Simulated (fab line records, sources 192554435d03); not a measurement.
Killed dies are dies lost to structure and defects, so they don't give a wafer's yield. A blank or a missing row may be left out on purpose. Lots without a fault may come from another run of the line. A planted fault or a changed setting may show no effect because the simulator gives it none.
fab line records | flow n5_finfet
record lots=4 wafers=12 last_day=19
route steps=1938 shown BEOL_M4@1059 PASSIVATION@1936
lots that met no fault: from a run of the same line without faults
start_h: hours from the record's first day to the start of the lot's first wafer shown | wait_h: hours since the lot's step before | " the same as in the row above | L1.1+2: a row that stands for several wafers | - no value, or no start given | * or withheld: withheld | < > ~ a bound
route shown NAME@n: a module of which the file shows steps, and the number in the route of the first | usual: mean/standard deviation of fault-free wafers | same: alike in all rows | chamber/n: place in a boat | sites: the reading at each site | _std_site: their standard deviation | _edge_site: outer sites' mean less inner sites' | radius_mm: how far each site lies from the wafer's centre | mask NAME#n: copy n | behind: the tool/chamber that last shaped the wafer | hold: why the lot was held/for how many hours/how that ended | device: the transistor (n, p or np) that didn't switch | end of line: the same wafers' tests at the end of the route | a step without rows: its recipe alone | killed: dies lost to structure and defects at the first sort, not the wafer's yield | map: a wafer's dies, x killed, . not, _ none there
set.NAME: the setting as run; set.NAME@STEP: as run at that earlier step | model.NAME: the simulator's own value behind a step, which no gauge read
lots at some steps of the route; a table a step, a row a wafer
services: from which hour (start_h, from the record's first day; less than 0 if before it) a tool's chamber was out of use, for how many hours, and why
## steps
# step N5_BEOL_M4_DESCUM_33
# recipe chemistry=O2 time_s=7 source_power_w=50 bias_power_w=20 pressure_mtorr=20 rf_frequency_hz=2.712e+07 temp_c=40 resist=CAR-EUV o2_flow_sccm=225
# step N5_BEOL_M4_ETCH_77
# recipe chemistry=N2/H2 target=underlayer target_depth_a=65 mask_material=CAR-EUV time_s=5.2 ion_energy_ev=200 pressure_mtorr=30 source_w=840 bias_w=150 n2_flow_sccm=200 h2_flow_sccm=200 ends=cleared
# step N5_BEOL_M4_ETCH_69
# recipe chemistry=CF4 target=SiARC target_depth_a=156 mask_material=CAR-EUV time_s=26 ion_energy_ev=80 pressure_mtorr=40 source_w=545 bias_w=36 Ar_flow_sccm=100 cf4_flow_sccm=100 ends=cleared
# step N5_BEOL_M4_ALD_98
# recipe material=SiO2 target_thk_a=25 temp_c=100 ald_precursor_family=BDEAS ald_co_reactant=O2-plasma pulse_time_s=1 co_reactant_pulse_time_s=1 purge_time_s=2 co_reactant_purge_time_s=2 ald_cycles=17 pressure_torr=2
# step N5_BEOL_M4_ETCHBACK_99
# recipe chemistry=CHF3 target=SiO2 target_depth_a=50 time_s=10.4 source_w=215 bias_w=47 Ar_flow_sccm=200 CHF3_flow_sccm=12 ion_energy_ev=100 pressure_mtorr=30
# step N5_BEOL_M4_ETCH_70
# recipe chemistry=N2/H2 target=SOC target_depth_a=800 overetch_a=240 mask_material=SiARC temp_c=40 time_s=130 ion_energy_ev=200 pressure_mtorr=30 source_w=840 bias_w=150 n2_flow_sccm=200 h2_flow_sccm=200
# step N5_BEOL_M4_STRIP_71
# recipe chemistry=N2/H2 temp_c=40 n2_flow_sccm=200 h2_flow_sccm=200 rf_frequency_hz=6e+07
# step N5_BEOL_M4_STRIP_78
# recipe chemistry=N2/H2 temp_c=40 n2_flow_sccm=200 h2_flow_sccm=200 rf_frequency_hz=6e+07
# step N5_BEOL_M4_VIA_ETCH_34
# recipe chemistry=C4F6/O2 target_depth_a=694 mask_material=SOC pressure_mtorr=15 ion_energy_ev=250 taper_deg=4 time_s=65.9 source_w=350 bias_w=170 Ar_flow_sccm=300 C4F6_flow_sccm=10 O2_flow_sccm=10
# step N5_BEOL_M4_STRIP_83
# recipe chemistry=C4F6/O2 resist=SiARC rf_frequency_hz=6e+07
# step N5_BEOL_M4_STRIP_36
# recipe chemistry=N2/H2 power_w=450 temp_c=40 pressure_mtorr=20 rf_frequency_hz=6e+07 overash_fraction=0.3 bias_power_w=7 h2_frac=0.5 n2_flow_sccm=200 h2_flow_sccm=200
# step N5_BEOL_M4_TRENCH_ETCH_37
# recipe chemistry=C4F6/O2 target_depth_a=555.55 target=SiOC time_s=29.2 ion_energy_ev=250 pressure_mtorr=30 source_w=355 bias_w=185 Ar_flow_sccm=300 C4F6_flow_sccm=10 O2_flow_sccm=10
# usual drypump_motor_current_A=5.6/0.45 oes_product_au=0.78/0.067 rf_vpp_V=664/24 run_length_s=52.3/0.47 showerhead_plenum_p_Torr=2.84/0.1 throttle_valve_pct=20.85/0.19
# columns lot.wafer tool chamber start_h wait_h drypump_motor_current_A oes_product_au rf_hours_counter_h rf_vpp_V run_length_s showerhead_plenum_p_Torr throttle_valve_pct model.etch.depth_nm model.BEOL_M4.feature_depth_nm
L154.1 rie_diel-04 0 172.06 - 5.5 0.70 238 662 51.7 2.68 20.74 56.19 56.2
L154.4 " 3 " " 5.7 0.72 193 665 52.2 2.93 20.77 54.27 54.2
L154.6 " 1 " " 5.8 0.78 - 690 52.1 2.91 21.03 55.2 55.2
L164.1 rie_diel-04 3 241.57 - 5.7 0.71 221 665 55.2 2.92 20.81 60.64 60.6
L164.2 " 2 " " 4.7 0.87 41 630 54.9 2.91 21.03 61.36 61.4
L164.3 " 0 " " 5.6 0.96 10 674 54.9 3.01 20.47 63.56 63.6
L165.1 rie_diel-04 0 246.58 - 5.5 0.94 12 674 54.5 3.01 20.47 62.85 62.8
L165.2 " 2 " " 4.7 0.87 43 629 54.8 2.91 21.03 61.28 61.2
L165.6 " 0 " " 5.5 0.95 - 674 55.4 3.01 20.47 63.39 63.4
L172.2 rie_diel-01 3 289.03 - 5.4 0.72 169 694 53.2 2.74 21.15 54.88 54.8
L172.5 " 1 " " 5.8 0.76 - 682 51.5 2.76 20.77 54.26 54.2
L172.6 " 0 " " 6.2 0.74 - 627 52.7 2.70 20.92 56.35 56.4
# step N5_BEOL_M4_ETCH_41
# recipe chemistry=CH3F/O2 target=SiCN target_depth_a=299 taper_deg=2 time_s=52.5 ion_energy_ev=120 mask_material=TiN pressure_mtorr=30 source_w=395 bias_w=75 Ar_flow_sccm=150 CH3F_flow_sccm=30 O2_flow_sccm=20
# step N5_BEOL_M4_STRIP_97
# recipe chemistry=N2/H2 time_s=10 power_w=450 temp_c=40 pressure_mtorr=20 rf_frequency_hz=6e+07 bias_power_w=7 n2_flow_sccm=200 h2_flow_sccm=200
# step N5_BEOL_M4_OCD_MEAS_38
# usual trench_depth_nm=55.7/1.3
# columns lot.wafer tool chamber start_h wait_h trench_depth_nm
L154.1 ocd-02 - 172.21 - 55.9
L154.4 " - " " 54.1
L154.6 " - " " 54.8
L164.1 ocd-02 - 241.72 - 61.2
L164.2 " - " " 61.2
L164.3 " - " " 63.9
L165.1 ocd-02 - 246.73 - 63.0
L165.2 " - " " 61.5
L165.6 " - " " 63.4
L172.2 ocd-01 - 289.18 - 55.1
L172.5 " - " " 54.2
L172.6 " - " " 55.6
# step N5_BEOL_M4_HM_STRIP_39
# recipe chemistry=peroxide_tin_strip material=TiN target_depth_a=250 temp_c=50 time_s=158
# step N5_BEOL_M4_SRD_40
# recipe time_s=30 temp_c=23 rinse_liquid=diw dry=ipa_marangoni
# step N5_BEOL_M4_PRECLEAN_42
# recipe chemistry=residue_remover time_s=60 temp_c=40
# step N5_BEOL_M4_SRD_43
# recipe time_s=30 temp_c=23 rinse_liquid=diw dry=ipa_marangoni
# step N5_BEOL_M4_DEGAS_44
# recipe ambient=vacuum temp_c=250 time_s=60
# step N5_BEOL_M4_PRE_CLEAN_45
# recipe gas=H2/He time_s=30 temp_c=250
# step N5_BEOL_M4_ALD_84
# recipe material=TaN target_thk_a=* temp_c=275 ald_precursor_family=PDMAT ald_co_reactant=NH3 pressure_torr=3 carrier_flow_sccm=1500 pulse_time_s=2 purge_time_s=3 co_reactant_purge_time_s=2 co_reactant_pulse_time_s=3 ald_cycles=30 precursor_vessel_temp_c=75 precursor_vessel_pressure_torr=26.25 precursor_vessel_carrier_sccm=1000
# step N5_BEOL_M4_SURFACE_TREAT_85
# recipe gas=Ar time_s=* ion_energy_ev=* ion_current_ma_cm2=0.5 pressure_mtorr=* ar_flow_sccm=30
# step N5_BEOL_M4_CVD_47
# recipe material=Co target_thk_a=30 temp_c=withheld precursor=CCTBA/H2 pressure_torr=30 time_s=223.8
# step N5_BEOL_M4_SPUTTER_48
# recipe material=Cu target_thk_a=45 temp_c=-20 chamber_pressure_pa=0.07 power_w=withheld time_s=8.29
# step N5_BEOL_M4_ANNEAL_49
# recipe temp_c=400 time_s=240 ambient=vacuum
# step N5_BEOL_M4_SPUTTER_79
# recipe material=Cu target_thk_a=45 temp_c=-20 chamber_pressure_pa=0.07 power_w=withheld time_s=8.29
# step N5_BEOL_M4_ANNEAL_80
# recipe temp_c=400 time_s=240 ambient=vacuum
# step N5_BEOL_M4_SPUTTER_81
# recipe material=Cu target_thk_a=45 temp_c=-20 chamber_pressure_pa=0.07 power_w=withheld time_s=8.29
# step N5_BEOL_M4_ANNEAL_82
# recipe temp_c=400 time_s=240 ambient=vacuum
# step N5_BEOL_M4_SPUTTER_86
# recipe material=Cu target_thk_a=45 temp_c=-20 chamber_pressure_pa=0.07 power_w=withheld time_s=8.29
# step N5_BEOL_M4_ANNEAL_87
# recipe temp_c=400 time_s=240 ambient=vacuum
# step N5_BEOL_M4_SPUTTER_88
# recipe material=Cu target_thk_a=45 temp_c=-20 chamber_pressure_pa=0.07 power_w=withheld time_s=8.29
# step N5_BEOL_M4_ANNEAL_89
# recipe temp_c=400 time_s=240 ambient=vacuum
# step N5_BEOL_M4_SPUTTER_90
# recipe material=Cu target_thk_a=45 temp_c=-20 chamber_pressure_pa=0.07 power_w=withheld time_s=8.29
# step N5_BEOL_M4_ANNEAL_91
# recipe temp_c=400 time_s=240 ambient=vacuum
# step N5_BEOL_M4_SPUTTER_92
# recipe material=Cu target_thk_a=45 temp_c=-20 chamber_pressure_pa=0.07 power_w=withheld time_s=8.29
# step N5_BEOL_M4_ANNEAL_93
# recipe temp_c=400 time_s=240 ambient=vacuum
# step N5_BEOL_M4_SPUTTER_94
# recipe material=Cu target_thk_a=45 temp_c=-20 chamber_pressure_pa=0.07 power_w=withheld time_s=8.29
# step N5_BEOL_M4_ANNEAL_95
# recipe temp_c=400 time_s=240 ambient=vacuum
# step N5_BEOL_M4_CMP_52
# recipe stop_on=SiOC t_overpolish_s=6.8 down_force_psi=1 platen_rpm=50 clearing_platen_down_force_psi=1.5 clearing_platen_rpm=50 post_cmp_clean=cu_alkaline target_thk_nm=40 clearing_platen_pad_velocity_m_s=0.99484 pad_velocity_m_s=0.99484
# usual barrier_field_endpoint_s=24.7/0.86 motor_current_A=6.1/0.64 overpolish_run_s=6.801/0.0087 platen_rpm=50.00/0.033 time_to_endpoint_s=63/5.3
# columns lot.wafer tool chamber start_h wait_h barrier_field_endpoint_s motor_current_A overpolish_run_s platen_rpm time_to_endpoint_s model.Cu_of_BEOL_M4_ECD_50.thk_nm
L154.4 cmp-02 0 175.40 0.1 25.3 6.7 6.806 50.02 65 38.8
L154.1 " 1 " " 25.2 5.7 6.806 49.99 67 41
L154.6 " 0 " " 25.0 6.1 6.792 49.96 66 39.4
L164.2 cmp-03 1 245.18 0.2 23.8 5.8 6.791 50.03 53 43.6
L164.3 " 2 " " 24.7 5.9 6.801 49.97 65 49
L164.1 " 3 " " 26.1 7.2 6.806 49.97 72 47
L165.1 cmp-03 0 250.26 0.3 24.3 5.2 6.801 49.98 66 47.8
L165.2 " 1 " " 23.7 5.4 6.792 50.03 53 43.2
L165.6 " 3 " " 25.6 7.5 6.793 50.07 70 49.6
L172.2 cmp-02 0 292.87 0.2 24.4 6.4 6.813 50.01 65 39.6
L172.6 " 3 " " 24.8 6.4 6.804 49.97 61 39.6
L172.5 " 0 " " 24.7 6.4 6.814 49.97 66 38.2
# step N5_BEOL_M4_RC_MEAS_101
# usual DIBL_N=35.8/2.2 DIBL_P=35.3/2.7 IOFF_N=0.16/0.043 IOFF_P=0.21/0.043 ION_N=676/15 ION_P=463/9.1 SS_N=71.4/0.77 SS_P=73.0/0.79 VT_N=250/4 VT_P=-249.8/2.8
# columns lot.wafer tool chamber start_h wait_h DIBL_N[mV/V] DIBL_P[mV/V] IOFF_N[nA/um] IOFF_P[nA/um] ION_N[uA/um] ION_P[uA/um] SS_N[mV/dec] SS_P[mV/dec] VT_N[mV] VT_P[mV]
L154.1 prober-02 0 176.03 0.0 34.2 34.0 0.12 0.18 659 453 70.3 72.1 252 -249.1
L154.4 " 0 " " 36.6 35.7 0.16 0.20 664 456 71.1 72.4 249 -248.7
L154.6 " 0 " " 34.3 35.1 0.13 0.19 683 474 69.8 72.5 248 -248.9
L164.1 prober-02 0 245.79 0.0 31.9 29.6 0.10 0.13 664 453 70.3 71.8 257 -255.3
L164.2 " 0 " " 36.2 35.3 0.16 0.21 665 454 70.8 72.9 249 -249.0
L164.3 " 0 " " 34.7 33.4 0.15 0.18 683 462 71.4 72.4 249 -251.4
L165.1 prober-01 0 250.79 0.0 39.4 41.4 0.21 0.33 675 465 72.3 73.7 245 -242.3
L165.2 " 0 " " 37.3 37.5 0.19 0.25 693 476 71.3 73.2 247 -245.9
L165.6 " 0 " " 33.9 34.9 0.12 0.20 677 474 70.5 71.8 253 -248.9
L172.2 prober-02 0 293.61 0.2 37.6 36.9 0.19 0.23 654 448 72.2 73.8 250 -248.7
L172.5 " 0 " " 36.1 36.1 0.15 0.21 677 470 71.7 73.2 250 -247.8
L172.6 " 0 " " 34.4 34.3 0.13 0.19 675 472 70.7 73.2 252 -249.5
# step N5_PASSIVATION_PROBE_49
# usual defect_limited_yield=91.1/1.4 killed_at_M0_to_M3=34/11 killed_at_M4_up=14/5.6 killed_at_contacts=13/5.9 killed_at_front_end=40/11 killed_at_other=4/3.1 killed_dies=105/16 killed_open=68/11 killed_short=34/8.4 sort_bin_5_function=5.2/0.86 sort_bin_6_memory=3.2/0.7 sort_bin_8_speed=0.1/1.1 sort_n_pass=1074/21 sort_yield_pct=91.0/1.8
# same gross_dies=1180 killed_at_back_side=0 sort_bin_4_leakage[%]=0
# columns lot.wafer tool chamber start_h wait_h defect_limited_yield[%] killed_at_M0_to_M3 killed_at_M4_up killed_at_contacts killed_at_front_end killed_at_other killed_dies killed_open killed_short sort_bin_5_function[%] sort_bin_6_memory[%] sort_bin_8_speed[%] sort_n_pass sort_yield_pct[%]
L154.1 prober-01 - 285.99 0.0 93.2 18 9 17 29 7 80 58 22 4.0 2.5 0.1 1099 93.1
L154.4 prober-01 - 286.14 0.2 92.4 35 8 9 34 4 90 63 26 5.1 2.5 0 1090 92.4
L154.6 prober-01 - 286.24 0.3 90.6 38 11 18 40 4 111 73 35 5.3 3.9 0 1069 90.6
# killed by level:class
L154.1 MOL_CONTACT_COAG:geometric_particle:open=11 MOL_CONTACT_COAG:geometric_particle:short=6 STARTING-WAFER:geometric_particle:open=6 BEOL_M3:geometric_particle:open=5 FIN_SAQP:geometric_particle:open=4 DUMMY_GATE:geometric_particle:open=4 BEOL_M0_SAQP:geometric_particle:short=4 FIN_SAQP:geometric_particle:short=3
L154.4 BEOL_M0_SAQP:geometric_particle:open=14 STI_FIN_REVEAL:geometric_particle:open=12 MOL_CONTACT_COAG:geometric_particle:open=8 BEOL_M0_SAQP:geometric_particle:short=8 BEOL_M2:geometric_particle:open=8 FIN_SAQP:geometric_particle:short=5 FIN_SAQP:geometric_particle:open=4 BEOL_M1:geometric_particle:short=3
L154.6 BEOL_M2:geometric_particle:open=11 MOL_CONTACT_COAG:geometric_particle:open=10 FIN_SAQP:geometric_particle:short=9 MOL_CONTACT_COAG:geometric_particle:short=8 FIN_SAQP:geometric_particle:open=7 STI_FIN_REVEAL:geometric_particle:open=7 BEOL_M3:geometric_particle:open=7 BEOL_M0_SAQP:geometric_particle:short=6
## services
# columns tool chamber start_h hours kind
cmp-02 - 153.93 0.7 repair
cmp-02 - 194.72 1.6 repair
rie_diel-04 0 204.10 - clean
rie_diel-04 0 204.10 - consumable_replace:focus_ring
rie_diel-04 0 204.10 - consumable_replace:showerhead
rie_diel-04 0 204.10 12.5 scheduled_down
rie_diel-04 0 204.10 12.5 vent_cycle
rie_diel-01 - 205.96 2.7 repair
cmp-03 - 209.31 0.3 repair
cmp-02 - 211.88 4.0 pm
cmp-02 - 215.88 - consumable_replace:conditioner
cmp-02 - 215.88 - consumable_replace:pad
rie_diel-04 1 218.53 47.5 repair
cmp-02 - 248.49 1.5 repair
cmp-02 - 265.06 3.1 repair
cmp-02 - 288.20 4.3 pm
## key
first_sign step=N5_BEOL_M4_TRENCH_ETCH_37 reading=run_length_s direction=up sigmas=5.7 usual=* struck=*
effect step=N5_BEOL_M4_OCD_MEAS_38 reading=trench_depth_nm direction=up sigmas=5.1 usual=55.7 struck=62.4
model_effect step=N5_BEOL_M4_TRENCH_ETCH_37 value=etch.depth_nm without=56.72 struck=62.18
model_effect step=N5_BEOL_M4_CMP_52 value=Cu_of_BEOL_M4_ECD_50.thk_nm without=41.23 struck=46.7
met_at N5_BEOL_M4_TRENCH_ETCH_37
struck_wafers L164.1,L164.2,L164.3,L165.1,L165.2,L165.6
onset_between 172.06 241.57
fault kind=process_parameter_drift tool=rie_diel-04 chamber=- onset_h=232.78 steps=N5_BEOL_M4_TRENCH_ETCH_37 channel=time_s offset=* shape=step acts_in=* stated=*
